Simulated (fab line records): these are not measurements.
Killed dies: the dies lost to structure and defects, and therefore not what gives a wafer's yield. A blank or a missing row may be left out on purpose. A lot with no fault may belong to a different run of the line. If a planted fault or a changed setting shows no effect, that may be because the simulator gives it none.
fab line records | flow nandHarc
record lots=12 wafers=36 lastDay=27
route steps=1159 shown A_STAIRCASE@670 END@1159
lots with no fault: from the same line, run without faults
startH: hours from the record's opening day to when the first of the lot's shown wafers began | waitH: hours since the lot's step before | " the same as in the row above | L1.1+2: one row covering several wafers at once | - no value, or no start given | * or withheld: withheld | < > ~ a bound
route shown NAME@n: NAME is a module with steps in the file, n the number in the route of the first one | usual: mean/standard deviation taken from wafers without a fault | same: alike in all rows | chamber/n: place in a boat | sites: per-site readings | _std_site: their standard deviation | _edge_site: inner sites' mean taken away from outer sites' mean | radiusMm: how far each site lies from the wafer's centre | mask NAME#n: copy n | behind: the most recent tool/chamber to have shaped the wafer | hold: cause of the lot's hold/its duration in hours/its outcome | device: the transistor (n, p or np) that didn't switch | end of line: the same wafers' tests at the end of the route | where a step has no rows: the recipe by itself | killed: the dies lost at the first sort to structure and to defects; this is not the yield of the wafer | map: per-die view of a wafer (x killed, . not killed, _ where there is no die)
set.NAME: the run value of the setting; set.NAME@STEP: its run value at that earlier step | model.NAME: the simulator's own value behind a step, which no gauge read
one table for each step of the route and one row for each wafer, over a sample of lots
services: a tool's chamber out of use, with start hour (startH, from the record's first day; less than 0 if before it), hours out, and reason
## steps
# step NHARC_A_STAIRCASE_STRIP_295
# recipe o2FlowSccm=500 arFlowSccm=0 biasW=0 chemistry=O2
# usual drypumpMotorCurrentA=5.5/0.4 oesProductAu=1.001/0.0091 rfVppV=57.7/0.98 showerheadPlenumPTorr=3.51/0.16 throttleValvePct=17.036/0.0091
# columns lot.wafer tool chamber startH waitH drypumpMotorCurrentA oesProductAu rfHoursCounterH rfVppV showerheadPlenumPTorr throttleValvePct
L944.1 rieDiel-09 0 - - 4.9 1.005 61 59.4 3.36 17.021
L944.5 " 2 " " 5.3 0.983 - 57.4 3.56 17.027
L944.6 " 3 " " 5.2 0.998 - 59.4 3.56 17.036
L945.2 rieDiel-13 2 - - 5.7 0.999 61 57.8 3.33 17.026
L945.3 " 1 " " 5.4 0.998 61 58.1 3.45 17.046
L945.6 " 2 " " 5.7 0.997 - 56.7 3.33 17.018
L949.4 rieDiel-09 2 - - 5.3 0.986 4 56.7 3.56 17.049
L949.6 " 3 " " 5.3 1.002 - 57.4 3.55 17.027
L949.5 " 0 " " 4.8 0.994 - 56.5 3.36 17.050
L950.4 rieDiel-11 1 - - 5.7 1.000 41 57.1 3.56 17.040
L950.2 " 2 " " 5.8 0.997 42 58.5 3.45 17.046
L950.1 " 3 " " 5.8 1.002 43 57.9 3.45 17.048
L954.3 rieDiel-11 3 - - 5.8 1.011 43 58.2 3.45 17.040
L954.1 " 1 " " 5.7 1.003 41 57.7 3.56 17.015
L954.5 " 2 " " 5.8 1.007 - 56.7 3.45 17.034
L953.3 rieDiel-09 1 - - 5.4 0.995 13 58.1 3.80 17.024
L953.5 " 0 " " 4.9 1.001 - 56.2 3.35 17.041
L953.6 " 1 " " 5.4 0.988 - 59.4 3.80 17.036
L955.4 rieDiel-09 2 - - 5.3 0.993 23 58.3 3.55 17.052
L955.6 " 1 " " 5.4 0.989 - 59.3 3.80 17.041
L955.5 " 2 " " 5.3 0.993 - 55.9 3.55 17.058
L957.4 rieDiel-13 2 - - 5.7 1.009 19 57.0 3.32 17.025
L957.6 " 2 " " 5.7 1.023 - 57.1 3.32 17.030
L957.5 " 3 " " 6.5 1.000 - 59.0 3.80 17.036
L959.3 rieDiel-13 0 - - 5.5 0.998 21 56.3 3.58 17.016
L959.2 " 1 " " 5.4 0.997 22 56.8 3.44 17.030
L959.6 " 3 " " 6.5 1.001 - 58.4 3.80 17.033
L960.1 rieDiel-09 3 - - 5.3 1.007 33 56.4 3.54 17.030
L960.2 " 2 " " 5.3 0.998 27 57.5 3.55 17.038
L960.5 " 3 " " 5.3 1.018 - 57.7 3.54 17.031
L966.2 rieDiel-09 3 - - 5.3 1.008 45 58.4 3.53 17.028
L966.5 " 2 " " 5.3 0.995 - 57.0 3.54 17.033
L966.6 " 3 " " 5.3 1.001 - 56.7 3.53 17.034
L967.4 rieDiel-13 1 - - 5.4 1.003 41 58.5 3.43 17.044
L967.3 " 3 " " 6.5 0.999 39 58.9 3.79 17.032
L967.6 " 0 " " 5.5 1.000 - 58.9 3.57 17.014
# step NHARC_A_STAIRCASE_DESCUM_312
# recipe timeS=3 o2FlowSccm=200 arFlowSccm=0 biasPowerW=0 chemistry=O2
# usual drypumpMotorCurrentA=5.5/0.41 oesProductAu=1.001/0.0074 rfVppV=57.7/0.91 showerheadPlenumPTorr=1.91/0.095 throttleValvePct=11.311/0.0083
# columns lot.wafer tool chamber startH waitH drypumpMotorCurrentA oesProductAu rfHoursCounterH rfVppV showerheadPlenumPTorr throttleValvePct
L944.1 rieDiel-09 2 246.22 - 5.3 0.996 64 57.6 1.93 11.310
L944.5 " 0 " " 4.8 0.997 - 58.6 1.82 11.297
L944.6 " 1 " " 5.4 1.000 - 58.5 1.76 11.301
L945.2 rieDiel-13 0 275.82 - 5.4 0.992 59 58.2 1.95 11.307
L945.3 " 3 " " 6.5 1.002 62 56.8 1.76 11.320
L945.6 " 1 " " 5.4 0.999 - 56.5 1.87 11.327
L949.6 rieDiel-09 3 282.20 - 5.2 1.002 - 58.1 1.93 11.308
L949.4 " 0 " " 4.8 0.995 - 58.7 1.81 11.305
L949.5 " 1 " " 5.4 0.997 - 59.0 2.07 11.300
L950.1 rieDiel-13 2 315.90 - 5.7 0.992 11 57.3 1.80 11.303
L950.4 " 3 " " 6.5 0.999 10 58.5 2.07 11.320
L950.2 " 1 " " 5.4 1.001 12 56.8 1.86 11.301
L954.3 rieDiel-09 1 316.51 - 5.4 0.994 14 58.6 2.07 11.315
L954.1 " 3 " " 5.2 0.999 21 58.3 1.92 11.314
L954.5 " 1 " " 5.4 0.989 - 58.7 2.07 11.316
L953.3 rieDiel-13 1 319.51 - 5.3 0.995 14 56.4 1.86 11.321
L953.6 " 2 " " 5.7 1.014 - 56.8 1.80 11.318
L953.5 " 3 " " 6.5 0.998 - 58.0 2.07 11.306
L955.4 rieDiel-13 3 334.59 - 6.5 1.008 16 57.2 2.07 11.308
L955.5 " 0 " " 5.5 1.003 - 58.1 1.95 11.308
L955.6 " 1 " " 5.3 0.998 - 57.5 1.86 11.297
L957.4 rieDiel-13 0 346.65 - 5.4 1.012 19 57.7 1.95 11.321
L957.6 " 0 " " 5.4 1.016 - 57.4 1.95 11.310
L957.5 " 1 " " 5.3 1.008 - 57.3 1.86 11.314
L959.3 rieDiel-11 1 352.35 - 5.7 1.008 53 57.3 1.93 11.310
L959.2 " 2 " " 5.8 1.003 55 56.8 1.87 11.314
L959.6 " 0 " " 5.5 1.009 - 57.4 1.79 11.324
L960.2 rieDiel-13 0 353.61 - 5.5 1.006 23 56.8 1.94 11.327
L960.1 " 1 " " 5.4 1.012 23 57.7 1.86 11.313
L960.5 " 0 " " 5.5 1.017 - 58.4 1.94 11.295
L966.2 rieDiel-09 3 389.35 - 5.3 1.016 48 57.4 1.91 11.316
L966.5 " 0 " " 4.8 1.000 - 57.3 1.80 11.319
L966.6 " 1 " " 5.4 1.002 - 59.0 2.06 11.323
L967.3 rieDiel-13 0 396.68 - 5.5 0.997 39 59.1 1.94 11.333
L967.6 " 1 " " 5.4 1.003 - 59.2 1.85 11.317
L967.4 " 3 " " 6.5 1.003 - 60.2 2.06 11.301
# step NHARC_A_STAIRCASE_HM_OPEN_463
# recipe o2FlowSccm=400 cosFlowSccm=20 arFlowSccm=0 rfW=500 biasW=300 chemistry=O2/COS
# usual drypumpMotorCurrentA=5.5/0.42 oesProductAu=1.002/0.0075 rfVppV=467/3.1 showerheadPlenumPTorr=3.11/0.14 throttleValvePct=28.330/0.0091
# columns lot.wafer tool chamber startH waitH drypumpMotorCurrentA oesProductAu rfHoursCounterH rfVppV showerheadPlenumPTorr throttleValvePct
L944.1 rieDiel-09 0 - - 4.9 1.002 62 464 2.97 28.323
L944.5 " 1 " " 5.4 1.000 - 461 2.89 28.324
L944.6 " 2 " " 5.3 0.996 - 468 3.15 28.339
L945.2 rieDiel-13 0 - - 5.5 0.991 59 468 3.18 28.319
L945.3 " 2 " " 5.7 0.997 61 462 2.95 28.325
L945.6 " 3 " " 6.5 0.996 - 461 2.89 28.314
L949.5 rieDiel-09 1 - - 5.4 0.994 - 472 3.37 28.326
L949.4 " 3 " " 5.2 1.005 - 467 3.14 28.322
L949.6 " 0 " " 4.9 0.999 - 463 2.97 28.331
L950.1 rieDiel-13 1 - - 5.4 1.004 12 467 3.05 28.337
L950.2 " 2 " " 5.7 1.009 11 462 2.94 28.320
L950.4 " 3 " " 6.6 0.996 10 473 3.37 28.332
L954.3 rieDiel-09 3 - - 5.3 1.007 21 467 3.14 28.331
L954.1 " 1 " " 5.4 1.000 14 473 3.37 28.337
L954.5 " 3 " " 5.2 1.007 - 466 3.14 28.319
L953.3 rieDiel-13 3 - - 6.5 1.003 13 473 3.37 28.330
L953.5 " 2 " " 5.7 1.014 - 463 2.94 28.321
L953.6 " 3 " " 6.5 1.004 - 473 3.37 28.318
L955.4 rieDiel-13 2 - - 5.7 1.010 17 463 2.94 28.325
L955.5 " 3 " " 6.5 0.992 - 473 3.36 28.326
L955.6 " 0 " " 5.5 1.003 - 466 3.17 28.311
L957.4 rieDiel-13 0 - - 5.5 1.017 19 468 3.17 28.327
L957.5 " 0 " " 5.4 1.016 - 468 3.17 28.327
L957.6 " 1 " " 5.3 0.999 - 465 3.04 28.327
L959.2 rieDiel-11 2 - - 5.8 1.008 55 465 3.05 28.333
L959.3 " 3 " " 5.8 1.003 56 465 3.04 28.306
L959.6 " 3 " " 5.8 1.002 - 466 3.04 28.336
L960.2 rieDiel-13 0 - - 5.4 1.014 23 470 3.17 28.306
L960.1 " 1 " " 5.3 1.001 23 464 3.04 28.331
L960.5 " 3 " " 6.5 1.009 - 471 3.36 28.333
L966.2 rieDiel-09 2 - - 5.3 0.993 45 467 3.13 28.342
L966.6 " 3 " " 5.2 1.018 - 466 3.12 28.316
L966.5 " 0 " " 4.8 1.004 - 464 2.95 28.338
L967.3 rieDiel-13 1 - - 5.4 1.006 42 466 3.03 28.340
L967.4 " 3 " " 6.5 1.001 - 471 3.35 28.331
L967.6 " 0 " " 5.4 1.013 - 468 3.16 28.344
# step NHARC_A_STAIRCASE_DEP_151
# recipe targetThkA=38000 tempC=400 targetThkNm=3800 teosFlowSccm=200 rfW=500 material=SiO2
# usual heaterPowerOuterW=374/51 heaterPowerW=646/82 mfcPrecursorSccm=200.0/0.63
# columns lot.wafer tool chamber startH waitH heaterPowerOuterW heaterPowerW mfcPrecursorSccm
L944.1 pecvd-03 1 261.18 0.5 387 661 199.4
L944.5 " 0 " " 325 521 200.7
L944.6 " 2 " " 374 666 199.7
L945.3 pecvd-01 0 292.55 0.4 471 783 200.2
L945.2 " 1 " " 393 624 197.9
L945.6 " 1 " " 343 563 199.2
L949.5 pecvd-01 1 297.29 0.7 348 555 199.2
L949.4 " 2 " " 344 674 199.5
L949.6 " 0 " " 364 641 201.5
L954.3 pecvd-03 0 331.96 0.4 388 614 200.2
L954.1 " 1 " " 331 600 200.2
L954.5 " 2 " " 333 645 199.5
L953.3 pecvd-01 0 332.15 0.6 484 782 199.9
L953.5 " 1 " " 340 552 199.7
L953.6 " 2 " " 330 656 199.8
L950.2 pecvd-03 0 338.49 0.4 304 513 199.8
L950.1 " 1 " " 342 618 198.5
L950.4 " 0 " " 302 503 199.8
L955.6 pecvd-03 1 351.27 0.7 273 503 200.2
L955.5 " 2 " " 347 640 200.3
L955.4 " 0 " " 302 493 199.4
L957.5 pecvd-02 1 363.81 0.7 - - -
L957.6 " 2 " " - - -
L957.4 " 0 " " - - -
L959.2 pecvd-01 0 368.75 0.5 - - -
L959.3 " 1 " " - - -
L959.6 " 2 " " - - -
L960.2 pecvd-03 0 368.75 0.5 - - -
L960.1 " 1 " " - - -
L960.5 " 1 " " - - -
L966.2 pecvd-01 1 442.56 0.5 423 658 201.6
L966.6 " 1 " " 378 608 201.2
L966.5 " 2 " " 333 654 200.8
L967.3 pecvd-03 2 443.81 1.7 440 747 199.7
L967.4 " 0 " " 306 502 200.1
L967.6 " 2 " " 344 644 199.6
# step NHARC_END_SORT_01
# recipe tempC=25
# usual killedAtArray=28/11 killedAtOther=0.9/1.2 killedAtPeriphery=2.6/2.1 killedDies=31/11 killedOpen=3.1/1.7 killedShort=1.9/1.3
# same grossDies=677
# columns lot.wafer tool chamber startH waitH killedAtArray killedAtOther killedAtPeriphery killedDies killedOpen killedShort
L959.2 prober-02 0 599.20 2.8 674 3 0 677 2 0
L959.3 prober-02 0 600.00 3.1 671 4 2 677 5 1
L959.6 prober-02 0 602.37 4.0 674 3 0 677 3 0
L957.4 prober-01 0 603.90 3.4 668 5 4 677 5 4
L957.5 prober-01 0 604.71 3.7 672 1 4 677 2 0
L957.6 prober-01 0 605.52 4.0 667 3 7 677 3 2
L960.1 prober-01 0 609.33 2.5 675 0 2 677 4 4
L960.2 prober-01 0 610.13 2.8 668 1 8 677 4 1
L960.5 prober-01 0 612.52 3.7 669 1 7 677 3 5
# killed by level:class
L959.2 A_STAIRCASE:areaDep=651 A_SLIT:chamberFilmFlake=12 A_CHANNEL_HOLE_D1:chamberFilmFlake=5 A_CONTACT:chamberFilmFlake=3 THIN_TSV:chamberFilmFlake=3 A_ONON_D1:geometricParticle:open=1 A_M0:geometricParticle:open=1 A_STAIRCASE:chamberFilmFlake=1
L959.3 A_STAIRCASE:areaDep=657 A_SLIT:chamberFilmFlake=6 THIN_TSV:chamberFilmFlake=4 A_WL_FILL:geometricParticle:open=2 A_STAIRCASE:chamberFilmFlake=2 P_GATE:geometricParticle:open=1 A_CHANNEL_FILL_D1:geometricParticle:short=1 A_CHANNEL_FILL_D1:geometricParticle:open=1
L959.6 A_STAIRCASE:areaDep=644 A_SLIT:chamberFilmFlake=12 A_CHANNEL_HOLE_D1:chamberFilmFlake=7 A_CONTACT:chamberFilmFlake=6 THIN_TSV:chamberFilmFlake=3 A_BLC:geometricParticle:open=2 A_STAIRCASE:chamberFilmFlake=2 A_CONTACT:geometricParticle:open=1
L957.4 A_STAIRCASE:areaDep=635 A_CHANNEL_HOLE_D1:chamberFilmFlake=18 A_M1:chamberFilmFlake=6 A_WL_FILL:geometricParticle:short=3 THIN_TSV:chamberFilmFlake=3 A_ONON_D1:geometricParticle:open=2 P_M1:chamberFilmFlake=2 A_STAIRCASE:chamberFilmFlake=2
L957.5 A_STAIRCASE:areaDep=645 A_CHANNEL_HOLE_D1:chamberFilmFlake=18 P_M1:chamberFilmFlake=3 A_M1:chamberFilmFlake=3 A_CONTACT:chamberFilmFlake=2 A_SGD_CUT:geometricParticle:open=1 A_WL_FILL:geometricParticle:open=1 P_ZERO_WELL:chamberFilmFlake=1
L957.6 A_STAIRCASE:areaDep=645 A_CHANNEL_HOLE_D1:chamberFilmFlake=15 P_M1:chamberFilmFlake=5 THIN_TSV:chamberFilmFlake=3 A_M1:chamberFilmFlake=2 P_M0:geometricParticle:short=1 P_M1:geometricParticle:open=1 A_ONON_D1:geometricParticle:open=1
L960.1 A_STAIRCASE:areaDep=644 A_CHANNEL_HOLE_D1:chamberFilmFlake=20 A_ONON_D1:geometricParticle:short=3 P_STI:geometricParticle:open=1 A_SOURCE_PLATE:geometricParticle:open=1 A_CHANNEL_HOLE_D1:geometricParticle:short=1 A_SLIT:geometricParticle:open=1 A_CONTACT:geometricParticle:open=1
L960.2 A_STAIRCASE:areaDep=642 A_CHANNEL_HOLE_D1:chamberFilmFlake=18 P_M2:chamberFilmFlake=5 P_M1:chamberFilmFlake=3 A_ONON_D1:geometricParticle:short=1 A_SOURCE_PLATE:geometricParticle:open=1 A_CHANNEL_FILL_D1:geometricParticle:open=1 A_SGD_CUT:geometricParticle:open=1
L960.5 A_STAIRCASE:areaDep=630 A_CHANNEL_HOLE_D1:chamberFilmFlake=24 P_M2:chamberFilmFlake=5 A_ONON_D1:geometricParticle:short=3 A_M1:chamberFilmFlake=3 A_CHANNEL_FILL_D1:geometricParticle:open=2 P_M1:chamberFilmFlake=2 A_STAIRCASE:chamberFilmFlake=2
## services
# columns tool chamber startH hours kind
rieDiel-13 2 225.68 4.4 repair
rieDiel-13 0 231.24 - clean
rieDiel-13 1 231.24 - clean
rieDiel-13 2 231.24 - clean
rieDiel-13 3 231.24 - clean
pecvd-01 - 237.53 13.0 pm
rieDiel-11 1 241.89 9.1 repair
rieDiel-09 - 254.15 9.0 pm
rieDiel-13 0 255.74 - clean
rieDiel-13 1 255.74 - clean
rieDiel-13 2 255.74 - clean
rieDiel-13 - 276.20 9.0 pm
rieDiel-09 1 290.16 10.6 repair
pecvd-03 - 292.00 13.0 pm
pecvd-03 0 308.58 4.4 repair
pecvd-02 1 314.05 2.2 repair
pecvd-02 - 317.25 0.3 repair
pecvd-02 - 334.00 13.0 pm
rieDiel-09 - 350.67 2.0 repair
rieDiel-11 - 366.68 9.0 pm
rieDiel-13 2 394.58 8.5 repair
pecvd-01 - 418.53 13.0 pm
pecvd-02 0 421.28 39.5 repair
rieDiel-09 - 431.29 9.0 pm
## key
firstSign step=NHARC_A_STAIRCASE_DEP_151 reading=toolRecord direction=missing
effect step=NHARC_END_SORT_01 reading=killedAtArray direction=up sigmas=60 usual=28 struck=671
moreKillsBornAt NHARC_A_STAIRCASE_DEP_151@pecvd-01=1952 NHARC_A_STAIRCASE_DEP_151@pecvd-02=1925 NHARC_A_STAIRCASE_DEP_151@pecvd-03=1916
metAt NHARC_A_STAIRCASE_DEP_151
struckLots L957,L959,L960
laterRowsLeftOut L957.4,L957.5,L957.6,L959.2,L959.3,L959.6,L960.1,L960.2,L960.5
testerLeftOut L957,L959,L960
notActingAt NHARC_A_STAIRCASE_STRIP_295,NHARC_A_STAIRCASE_DESCUM_312,NHARC_A_STAIRCASE_HM_OPEN_463
onsetBetween 351.27 363.81
fault kind=skippedStepWhole tool=pecvd-01,pecvd-02,pecvd-03 chamber=- onsetH=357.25 steps=NHARC_A_STAIRCASE_DEP_151 scope=struckLotsOnly
# testerLeftOut: of these lots the tester's yield and bins aren't shown, on N5 and GAA mostly nor the transistor test; their killed dies are dies lost to structure and defects alone, not to doping, threshold or leakage, so they don't give the yield
# laterRowsLeftOut: the simulator's readings of these wafers behind a module that went badly wrong aren't trusted and aren't shown, but for the sort
